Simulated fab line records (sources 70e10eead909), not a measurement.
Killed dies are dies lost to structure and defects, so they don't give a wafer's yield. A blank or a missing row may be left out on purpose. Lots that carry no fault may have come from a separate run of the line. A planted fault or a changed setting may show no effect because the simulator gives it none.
A lot that was struck, set against a sound lot :: flow nand harc :: 14 out of 1159 route steps
Sound: these wafers, L660.1, L660.3, L660.5. Struck: wafer L651.5. (L651.2 of the same lot was not struck and is left out.) The cause comes at the end.
Each step with rows lists, per side, the tool, then ch with its chambers, then its first start. Under that, the readings that differ: sound wafers :: struck wafers :: difference of the means :: sigmas: that difference in standard deviations of wafers without a fault.
alike: words and numbers the same on both sides, and readings whose means are apart by under 2 such deviations; not compared: readings that were withheld, readings missing a value for some wafer, numbers with overlapping values and no deviation given by the record, and bounds like >300 which may hide the same value.
The two part at a step that has a row with sigmas, a row that says differs or no value, or rows on one side only. Non-overlapping numbers with no deviation appear without sigmas and do not part them. A reading missing from all wafers of one side parts the sides only when that side holds two or more wafers.

NHARC_P_GATE_RTA_82: time 30 s.
  sound on rtp anneal-01 ch 0, day 8 15:25; struck on rtp anneal-01 ch 0, day 6 21:38
  alike: lamp power pct, wafer_temp_C_max
NHARC_P_GATE_INSPECT_68:
  sound on defect inspect-02 at day 8 15:37; struck on defect inspect-02 at day 6 21:49
  alike: raw defect count
NHARC_P_CONTACT_DEP_30: deposits SiNx, target thk 30 nm.
  sound on pecvd-02 ch 1,2, day 8 15:41; struck on pecvd-02 ch 1, day 6 21:55
  alike: heater power w
NHARC_P_CONTACT_DEP_00: deposits SiO2, target thk 500 nm.
  sound on pecvd-02 ch 1,2; struck on pecvd-02 ch 1
  alike: heater power w, showerhead vpp V, throttle valve pct
NHARC_P_CONTACT_CMP_01: polishes SiO2, target thk 200 nm.
  sound on cmp-02 ch 1,2,3, day 8 16:23; struck on cmp-02 ch 1, day 6 22:35
  alike: motor current A, slurry filter dp kPa
then, 6 steps without rows for these wafers: NHARC_P_CONTACT_SRD_03; NHARC_P_CONTACT_DEHYDRATE_04 (time 120 s); NHARC_P_CONTACT_HMDS_05 (time 30 s); NHARC_P_CONTACT_COAT_33 (time 75 s); NHARC_P_CONTACT_COAT_34 (time 65 s); NHARC_P_CONTACT_COAT_06 (resist thk 90 nm).
NHARC_P_CONTACT_SOFTBAKE_07: time 55 s.
  sound on litho track-04 ch 0, day 8 16:00; struck on litho track-01 ch 0, day 6 22:00
reading: heater power total W (W)
sound: 188.54 188.38 188.49
struck: 209.79
difference: +21.32
sigmas: +99 or more
then, 2 steps without rows for these wafers: NHARC_P_CONTACT_EBR_08; NHARC_END_SORT_01.

== WHERE THEY PART ==
Only at NHARC_P_CONTACT_SOFTBAKE_07, as far as this record shows.

WHY: the cause the simulator had injected
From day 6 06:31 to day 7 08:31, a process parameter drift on litho track-01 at NHARC_P_CONTACT_SOFTBAKE_07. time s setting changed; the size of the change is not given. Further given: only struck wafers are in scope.
